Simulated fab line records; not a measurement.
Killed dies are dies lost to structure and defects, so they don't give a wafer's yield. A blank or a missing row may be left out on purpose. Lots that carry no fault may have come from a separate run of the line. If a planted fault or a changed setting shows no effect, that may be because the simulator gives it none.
Which of the tools did it?    flow nand harc    Sampling: 6 lots, 18 wafers, 5 of 1159 route steps

== WHAT THE GAUGES READ, wafer by wafer ==
NHARC_END_SORT_01.
lot   measured      on         killed at array
L149  day 21 23:04  prober-01  16 26 25
L150  day 22 00:49  prober-02  28 38 42

== EACH LOT AND THE TOOL THAT RAN IT (in order: tool; ch and the chambers of the sampled wafers; start) ==
lot   NHARC_A_CONTACT_DEP_29           NHARC_THIN_TSV_PVD_51                    NHARC_THIN_TSV_DESCUM_35            NHARC_THIN_TSV_STRIP_56
L141  pecvd-01 ch 1,2, day 16 14:58    pvd sputter-02, day 19 09:40 or earlier  rie diel-01 ch 0,1,3, day 19 09:40  plasma asher-01 ch 0,1, day 19 10:08
L149  pecvd-04 ch 0,2, day 18 13:13    pvd sputter-01, day 21 08:06 or earlier  rie diel-13 ch 0,3, day 21 08:06    plasma asher-01 ch 0,1, day 21 08:38
L150  pecvd-04 ch 0,1,2, day 18 19:11  pvd sputter-01, day 21 10:27 or earlier  rie diel-01 ch 1,3, day 21 10:27    plasma asher-01 ch 0,1, day 21 11:02
L155  pecvd-04 ch 0,1,2, day 20 15:50  pvd sputter-03, day 23 13:34 or earlier  rie diel-05 ch 2,3, day 23 13:34    plasma asher-01 ch 0,1, day 23 15:16
L160  pecvd-04 ch 0,1,2, day 21 22:44  pvd sputter-03, day 24 14:53 or earlier  rie diel-13 ch 1,2,3, day 24 14:53  plasma asher-02 ch 0,1, day 24 15:23
L163  pecvd-01 ch 0,1,2, day 22 04:50  pvd sputter-01, day 24 17:15 or earlier  rie diel-01 ch 1,2,3, day 24 17:15  plasma asher-02 ch 0,1, day 24 17:51
- NHARC_A_CONTACT_DEP_29: deposits SiON, target thk 70 nm.
- NHARC_THIN_TSV_PVD_51: deposits Cu, target thk 100 nm.
- NHARC_THIN_TSV_DESCUM_35: chemistry O2, time 3 s.
- NHARC_THIN_TSV_STRIP_56: strips in O2.

== THE ANSWER, worked out from the rows above alone ==
Rule: the usual values come from the lots themselves. The widest of any qualifying gaps counts: lots, ordered by their means at a reading, are off when they make up no more than a third of the lots, leave a main group of 4 or more, and stand apart from it by 3 or more times the standard deviation of that group's means. A main group is skipped when, at the precision printed for the reading in the tables above, its means are all equal. Also off: a lot with no number at a reading for which 4 or more lots have one. All remaining lots with rows at the step are treated as sound.
None of the lots is off at any reading shown; this tells nothing.

== WHAT THE SIMULATOR HAD INSERTED ==
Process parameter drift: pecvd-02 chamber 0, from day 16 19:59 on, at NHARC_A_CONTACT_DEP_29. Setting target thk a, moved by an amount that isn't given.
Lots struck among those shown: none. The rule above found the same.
